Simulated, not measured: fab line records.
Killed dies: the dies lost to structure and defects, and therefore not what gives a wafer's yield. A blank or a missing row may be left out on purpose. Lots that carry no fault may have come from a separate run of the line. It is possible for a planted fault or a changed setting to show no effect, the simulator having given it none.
Matching of chambers | flow n5-finfet | N5_BEOL_M0_CUTY_DESCUM_61 on rie-diel-05: 4 sister chambers
The step chemistry O2, time 7.9 s. 18 wafers are shown with their chamber, then 9 later ones without.

== WAFERS WITH THEIR CHAMBER ==
wafer  | chamber | showerhead-plenum-p-Torr (Torr) | throttle-valve-pct (%) | oes-product-au (a.u.)
L075.2 | 2       | 2.05                            | 20.59                  | 0.90
L075.3 | 1       | 2.04                            | 20.42                  | 0.93
L075.5 | 0       | 2.12                            | 20.08                  | 0.81
L076.1 | 1       | 2.04                            | 20.42                  | 0.94
L076.2 | 3       | 2.14                            | 20.48                  | 0.69
L076.4 | 2       | 2.05                            | 20.59                  | 0.89
L080.2 | 2       | 2.05                            | 20.61                  | 0.88
L080.4 | 0       | 2.12                            | 20.10                  | 0.81
L080.5 | 3       | 2.13                            | 20.50                  | 0.68
L081.2 | 0       | 2.12                            | 20.12                  | 0.80
L081.5 | 2       | 2.05                            | 20.59                  | 0.88
L081.6 | 3       | 2.13                            | 20.49                  | 0.68
L083.4 | 0       | 2.12                            | 20.11                  | 0.81
L083.5 | 1       | 2.03                            | 20.45                  | 0.90
L083.6 | 0       | 2.12                            | 20.11                  | 0.80
L086.1 | 0       | 2.12                            | 20.13                  | 0.79
L086.4 | 2       | 2.05                            | 20.62                  | 0.87
L086.6 | 1       | 2.03                            | 20.46                  | 0.90

SIGNATURES (averages over the wafers above)
reading                  | chamber 0 | chamber 1 | chamber 2 | chamber 3 | scatter within a chamber
showerhead-plenum-p-Torr | 2.1200    | 2.0350    | 2.0500    | 2.1333    | 0.00345
throttle-valve-pct       | 20.1083   | 20.4375   | 20.6000   | 20.4900   | 0.0164
oes-product-au           | 0.8033    | 0.9175    | 0.8840    | 0.6833    | 0.0125
Rule: for a wafer and a chamber, the distance is found by dividing, reading by reading, the gap between the wafer's reading and the chamber's mean by the reading's scatter, squaring, summing and taking the root. The wafer belongs to the nearest chamber; if the next one is less than 2 further off, it can't be placed. How the scatter is found: for the shown wafers, subtract from each reading the mean of its chamber, square and add these, divide the total by (wafers less chambers), then take the root.

== WAFERS MISSING THEIR CHAMBER ==
wafer  | showerhead-plenum-p-Torr (Torr) | throttle-valve-pct (%) | oes-product-au (a.u.)
L089.4 | 2.03                            | 20.48                  | 0.90
L089.5 | 2.05                            | 20.61                  | 0.85
L089.6 | 2.12                            | 20.13                  | 0.79
L093.1 | 2.03                            | 20.48                  | 0.87
L093.4 | 2.04                            | 20.66                  | 0.84
L093.6 | 2.03                            | 20.46                  | 0.87
L096.3 | 2.11                            | 20.16                  | 0.77
L096.4 | 2.12                            | 20.24                  | 0.90
L096.6 | 2.04                            | 20.68                  | 0.82

== WHICH CHAMBER EACH ONE RAN IN ==
wafer  | from the rows above | in truth
L089.4 | 1                   | 1
L089.5 | 2                   | 2
L089.6 | 0                   | 0
L093.1 | 1                   | 1
L093.4 | 2                   | 2
L093.6 | 1                   | 1
L096.3 | 0                   | 0
L096.4 | 0                   | 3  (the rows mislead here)
L096.6 | 2                   | 2
Placed correctly: 8 of 9. Not placeable from these rows: 0. 1 placed wrongly.
